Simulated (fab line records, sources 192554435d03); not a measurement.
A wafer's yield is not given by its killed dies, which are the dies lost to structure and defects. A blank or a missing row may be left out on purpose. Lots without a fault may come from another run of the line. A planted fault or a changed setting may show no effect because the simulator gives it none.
What tool caused it? || flow n5 finfet || 24 lots, 72 wafers sampled, at 4 steps of a route of 1938

== WHAT EACH GAUGE READ, for each wafer ==
N5_BEOL_M6_RS_MEAS_57: measures by four-point-probe. Usual: M6_RS 0.283 ohm/sq, standard deviation 0.0095.
{"lot": "L074", "measured": "day 8 08:55", "on": "film metro-02", "M6_RS (ohm/sq)": "0.273 0.262 0.285", "flag": ""}
{"lot": "L075", "measured": "day 8 22:39", "on": "film metro-02", "M6_RS (ohm/sq)": "0.294 0.279 0.283", "flag": ""}
{"lot": "L078", "measured": "day 9 07:06", "on": "film metro-01", "M6_RS (ohm/sq)": "0.272 0.281 0.264", "flag": ""}
{"lot": "L077", "measured": "day 9 11:38", "on": "film metro-01", "M6_RS (ohm/sq)": "0.292 0.283 0.287", "flag": ""}
{"lot": "L076", "measured": "day 9 12:22", "on": "film metro-01", "M6_RS (ohm/sq)": "0.291 0.294 0.298", "flag": ""}
{"lot": "L079", "measured": "day 9 14:06", "on": "film metro-02", "M6_RS (ohm/sq)": "0.286 0.300 0.289", "flag": ""}
{"lot": "L080", "measured": "day 10 01:57", "on": "film metro-02", "M6_RS (ohm/sq)": "0.266 0.278 0.276", "flag": ""}
{"lot": "L081", "measured": "day 10 12:20", "on": "film metro-01", "M6_RS (ohm/sq)": "0.294 0.285 0.296", "flag": ""}
{"lot": "L083", "measured": "day 10 13:53", "on": "film metro-01", "M6_RS (ohm/sq)": "0.291 0.292 0.281", "flag": ""}
{"lot": "L082", "measured": "day 10 18:39", "on": "film metro-01", "M6_RS (ohm/sq)": "0.268 0.282 0.275", "flag": ""}
{"lot": "L084", "measured": "day 10 21:20", "on": "film metro-02", "M6_RS (ohm/sq)": "0.279 0.283 0.275", "flag": ""}
{"lot": "L085", "measured": "day 11 17:22", "on": "film metro-01", "M6_RS (ohm/sq)": "0.293 0.289 0.284", "flag": ""}
{"lot": "L086", "measured": "day 11 23:58", "on": "film metro-02", "M6_RS (ohm/sq)": "0.291 0.264 0.290", "flag": ""}
{"lot": "L087", "measured": "day 12 00:05", "on": "film metro-02", "M6_RS (ohm/sq)": "0.279 0.283 0.283", "flag": ""}
{"lot": "L088", "measured": "day 12 01:35", "on": "film metro-01", "M6_RS (ohm/sq)": "0.272 0.282 0.280", "flag": ""}
{"lot": "L089", "measured": "day 12 02:52", "on": "film metro-02", "M6_RS (ohm/sq)": "0.279 0.280 0.285", "flag": ""}
{"lot": "L090", "measured": "day 12 18:43", "on": "film metro-02", "M6_RS (ohm/sq)": "0.296 0.278 0.281", "flag": ""}
{"lot": "L092", "measured": "day 13 03:08", "on": "film metro-01", "M6_RS (ohm/sq)": "0.285 0.286 0.289", "flag": ""}
{"lot": "L091", "measured": "day 13 03:33", "on": "film metro-02", "M6_RS (ohm/sq)": "0.290 0.285 0.292", "flag": ""}
{"lot": "L093", "measured": "day 13 10:15", "on": "film metro-01", "M6_RS (ohm/sq)": "0.272 0.281 0.279", "flag": ""}
{"lot": "L095", "measured": "day 14 01:28", "on": "film metro-02", "M6_RS (ohm/sq)": "0.272 0.261 0.274", "flag": ""}
{"lot": "L094", "measured": "day 14 04:59", "on": "film metro-02", "M6_RS (ohm/sq)": "0.294 0.284 0.294", "flag": ""}
{"lot": "L096", "measured": "day 14 05:27", "on": "film metro-02", "M6_RS (ohm/sq)": "0.303 0.293 0.299", "flag": ""}
{"lot": "L097", "measured": "day 14 22:36", "on": "film metro-02", "M6_RS (ohm/sq)": "0.288 0.295 0.290", "flag": ""}

N5_BEOL_M7_CD_MEAS_18: pitch 80 nm, target cd 40 nm. Usual: cd nm at 39.9 nm, with a standard deviation of 0.63.
{"lot": "L074", "measured": "day 8 13:51", "on": "cd sem-02", "cd nm (nm)": "39.6 39.1 39.3", "flag": ""}
{"lot": "L075", "measured": "day 9 01:29", "on": "cd sem-02", "cd nm (nm)": "40.2 40.3 40.3", "flag": ""}
{"lot": "L078", "measured": "day 9 10:09", "on": "cd sem-01", "cd nm (nm)": "39.8 40.0 39.5", "flag": ""}
{"lot": "L077", "measured": "day 9 13:39", "on": "cd sem-02", "cd nm (nm)": "40.4 39.9 39.2", "flag": ""}
{"lot": "L076", "measured": "day 9 16:19", "on": "cd sem-01", "cd nm (nm)": "40.4 39.7 39.2", "flag": ""}
{"lot": "L079", "measured": "day 9 17:08", "on": "cd sem-02", "cd nm (nm)": "39.5 39.6 39.6", "flag": ""}
{"lot": "L080", "measured": "day 10 03:56", "on": "cd sem-01", "cd nm (nm)": "40.2 40.1 39.4", "flag": ""}
{"lot": "L081", "measured": "day 10 14:56", "on": "cd sem-02", "cd nm (nm)": "38.3 39.7 38.7", "flag": ""}
{"lot": "L083", "measured": "day 10 16:03", "on": "cd sem-02", "cd nm (nm)": "39.3 39.5 39.0", "flag": ""}
{"lot": "L082", "measured": "day 10 21:25", "on": "cd sem-01", "cd nm (nm)": "40.2 38.8 39.3", "flag": ""}
{"lot": "L084", "measured": "day 11 00:50", "on": "cd sem-02", "cd nm (nm)": "39.3 40.0 40.6", "flag": ""}
{"lot": "L085", "measured": "day 11 21:21", "on": "cd sem-01", "cd nm (nm)": "39.6 40.2 39.8", "flag": ""}
{"lot": "L086", "measured": "day 12 02:18", "on": "cd sem-02", "cd nm (nm)": "41.2 40.5 41.0", "flag": ""}
{"lot": "L087", "measured": "day 12 02:43", "on": "cd sem-02", "cd nm (nm)": "40.0 39.9 40.1", "flag": ""}
{"lot": "L088", "measured": "day 12 04:40", "on": "cd sem-01", "cd nm (nm)": "39.3 38.7 39.7", "flag": ""}
{"lot": "L089", "measured": "day 12 05:27", "on": "cd sem-01", "cd nm (nm)": "40.4 40.7 39.5", "flag": ""}
{"lot": "L090", "measured": "day 12 22:02", "on": "cd sem-02", "cd nm (nm)": "40.9 40.8 40.3", "flag": ""}
{"lot": "L092", "measured": "day 13 06:26", "on": "cd sem-02", "cd nm (nm)": "40.2 39.5 38.8", "flag": ""}
{"lot": "L091", "measured": "day 13 07:10", "on": "cd sem-01", "cd nm (nm)": "40.5 40.5 41.7", "flag": ""}
{"lot": "L093", "measured": "day 13 12:08", "on": "cd sem-02", "cd nm (nm)": "40.6 39.7 39.4", "flag": ""}
{"lot": "L095", "measured": "day 14 03:13", "on": "cd sem-02", "cd nm (nm)": "41.4 40.3 40.9", "flag": ""}
{"lot": "L094", "measured": "day 14 06:55", "on": "cd sem-01", "cd nm (nm)": "39.0 39.0 39.4", "flag": ""}
{"lot": "L096", "measured": "day 14 09:40", "on": "cd sem-03", "cd nm (nm)": "40.6 39.7 40.3", "flag": ""}
{"lot": "L097", "measured": "day 15 00:51", "on": "cd sem-02", "cd nm (nm)": "40.8 40.3 40.4", "flag": ""}

N5_BEOL_M7_OVL_MEAS_29. Usual: V6_OVL -0.1 nm, standard deviation 0.62.
{"lot": "L074", "measured": "day 8 14:19", "on": "overlay-01", "V6_OVL (nm)": "0.3 -0.4 -0.5", "flag": ""}
{"lot": "L075", "measured": "day 9 01:56", "on": "overlay-01", "V6_OVL (nm)": "0.5 0.0 0.3", "flag": ""}
{"lot": "L078", "measured": "day 9 10:29", "on": "overlay-01", "V6_OVL (nm)": "0.1 0.8 0.8", "flag": ""}
{"lot": "L077", "measured": "day 9 15:20", "on": "overlay-01", "V6_OVL (nm)": "-0.5 -0.4 0.8", "flag": ""}
{"lot": "L076", "measured": "day 9 17:05", "on": "overlay-01", "V6_OVL (nm)": "-0.4 0.8 -0.4", "flag": ""}
{"lot": "L079", "measured": "day 9 18:05", "on": "overlay-01", "V6_OVL (nm)": "0.9 0.1 0.8", "flag": ""}
{"lot": "L080", "measured": "day 10 04:28", "on": "overlay-02", "V6_OVL (nm)": "-0.1 -0.6 -0.6", "flag": ""}
{"lot": "L081", "measured": "day 10 15:16", "on": "overlay-01", "V6_OVL (nm)": "-0.5 -1.0 -0.6", "flag": ""}
{"lot": "L083", "measured": "day 10 16:23", "on": "overlay-02", "V6_OVL (nm)": "-0.4 -1.0 0.1", "flag": ""}
{"lot": "L082", "measured": "day 10 23:10", "on": "overlay-02", "V6_OVL (nm)": "-1.0 -0.6 -0.2", "flag": ""}
{"lot": "L084", "measured": "day 11 01:36", "on": "overlay-02", "V6_OVL (nm)": "-0.4 -1.1 -0.9", "flag": ""}
{"lot": "L085", "measured": "day 11 21:41", "on": "overlay-01", "V6_OVL (nm)": "0.5 1.4 0.1", "flag": ""}
{"lot": "L086", "measured": "day 12 02:59", "on": "overlay-02", "V6_OVL (nm)": "1.3 0.8 0.2", "flag": ""}
{"lot": "L087", "measured": "day 12 03:07", "on": "overlay-01", "V6_OVL (nm)": "0.1 0.7 -0.4", "flag": ""}
{"lot": "L088", "measured": "day 12 05:06", "on": "overlay-02", "V6_OVL (nm)": "0.5 -0.1 -0.2", "flag": ""}
{"lot": "L089", "measured": "day 12 05:59", "on": "overlay-01", "V6_OVL (nm)": "-0.5 -0.3 0.0", "flag": ""}
{"lot": "L090", "measured": "day 12 22:31", "on": "overlay-01", "V6_OVL (nm)": "-1.1 -0.6 0.0", "flag": ""}
{"lot": "L092", "measured": "day 13 14:33", "on": "overlay-02", "V6_OVL (nm)": "0.0 -0.5 0.3", "flag": ""}
{"lot": "L091", "measured": "day 13 14:23", "on": "overlay-01", "V6_OVL (nm)": "0.0 0.8 -0.9", "flag": ""}
{"lot": "L093", "measured": "day 13 21:14", "on": "overlay-02", "V6_OVL (nm)": "0.3 0.6 -0.4", "flag": ""}
{"lot": "L095", "measured": "day 14 05:06", "on": "overlay-02", "V6_OVL (nm)": "-0.1 -0.7 -0.3", "flag": ""}
{"lot": "L094", "measured": "day 14 07:29", "on": "overlay-02", "V6_OVL (nm)": "0.0 -0.2 -0.2", "flag": ""}
{"lot": "L096", "measured": "day 14 14:49", "on": "overlay-01", "V6_OVL (nm)": "-0.3 -0.8 0.0", "flag": ""}
{"lot": "L097", "measured": "day 15 02:11", "on": "overlay-02", "V6_OVL (nm)": "-0.5 -0.1 -0.3", "flag": ""}

N5_BEOL_M8_INSPECT_30: inspects for defects (brightfield). Usual: raw defect count at 379, with a standard deviation of 89.
{"lot": "L074", "measured": "day 8 23:41", "on": "defect inspect-01", "raw defect count": "375 215 294", "flag": ""}
{"lot": "L075", "measured": "day 9 10:50", "on": "defect inspect-02", "raw defect count": "613 632 544", "flag": ""}
{"lot": "L078", "measured": "day 9 18:02", "on": "defect inspect-02", "raw defect count": "417 351 463", "flag": ""}
{"lot": "L077", "measured": "day 9 21:28", "on": "defect inspect-01", "raw defect count": "280 494 339", "flag": ""}
{"lot": "L076", "measured": "day 10 00:46", "on": "defect inspect-02", "raw defect count": "435 536 468", "flag": ""}
{"lot": "L079", "measured": "day 10 04:07", "on": "defect inspect-01", "raw defect count": "266 504 432", "flag": ""}
{"lot": "L080", "measured": "day 10 13:43", "on": "defect inspect-01", "raw defect count": "394 585 477", "flag": ""}
{"lot": "L081", "measured": "day 10 23:09", "on": "defect inspect-01", "raw defect count": "490 399 446", "flag": ""}
{"lot": "L083", "measured": "day 10 23:11", "on": "defect inspect-01", "raw defect count": "247 290 350", "flag": ""}
{"lot": "L082", "measured": "day 11 07:10", "on": "defect inspect-02", "raw defect count": "265 356 243", "flag": ""}
{"lot": "L084", "measured": "day 11 09:50", "on": "defect inspect-01", "raw defect count": "257 299 216", "flag": ""}
{"lot": "L085", "measured": "day 12 03:47", "on": "defect inspect-01", "raw defect count": "450 417 369", "flag": ""}
{"lot": "L086", "measured": "day 12 10:18", "on": "defect inspect-02", "raw defect count": "379 364 369", "flag": ""}
{"lot": "L087", "measured": "day 12 10:21", "on": "defect inspect-01", "raw defect count": "323 329 360", "flag": ""}
{"lot": "L088", "measured": "day 12 15:53", "on": "defect inspect-01", "raw defect count": "450 521 517", "flag": ""}
{"lot": "L089", "measured": "day 12 15:50", "on": "defect inspect-01", "raw defect count": "259 249 252", "flag": ""}
{"lot": "L090", "measured": "day 13 11:32", "on": "defect inspect-02", "raw defect count": "535 407 372", "flag": ""}
{"lot": "L092", "measured": "day 14 02:38", "on": "defect inspect-01", "raw defect count": "433 373 364", "flag": ""}
{"lot": "L091", "measured": "day 14 02:36", "on": "defect inspect-01", "raw defect count": "454 416 329", "flag": ""}
{"lot": "L093", "measured": "day 14 05:04", "on": "defect inspect-02", "raw defect count": "395 328 455", "flag": ""}
{"lot": "L095", "measured": "day 14 14:55", "on": "defect inspect-02", "raw defect count": "330 332 402", "flag": ""}
{"lot": "L094", "measured": "day 14 16:39", "on": "defect inspect-02", "raw defect count": "332 413 265", "flag": ""}
{"lot": "L096", "measured": "day 14 22:46", "on": "defect inspect-02", "raw defect count": "349 302 314", "flag": ""}
{"lot": "L097", "measured": "day 15 08:57", "on": "defect inspect-01", "raw defect count": "349 356 259", "flag": ""}

== EACH LOT AND THE TOOL THAT RAN IT (in order: tool; ch and the chambers of the sampled wafers; start) ==
Before these readings, the record contains no process step.

== AS READ BY THE TOOLS THEMSELVES (means over the sampled wafers that have a number; for cases with no such wafer, the mark the record gives instead) ==
The record holds no such reading with a usual standard deviation.

== THE ANSWER, worked out from the rows above alone ==
Rule: a lot counts as off when the mean over its wafers that have a number is more than 3 standard deviations away from the usual mean. Also off: a lot with no number at a reading for which 4 or more lots have one. Where the step has rows for the other lots, those lots are counted as sound. The gauges are gone through in route order, then the tools' own readings, and for those a lot's mean is taken as printed above. At the first step where some lot is off, the reading lying furthest off is the one used; lots without a number count as furthest.
Nothing can be told from this: no lot is off at any reading shown.

== WHAT THE SIMULATOR PUT IN ==
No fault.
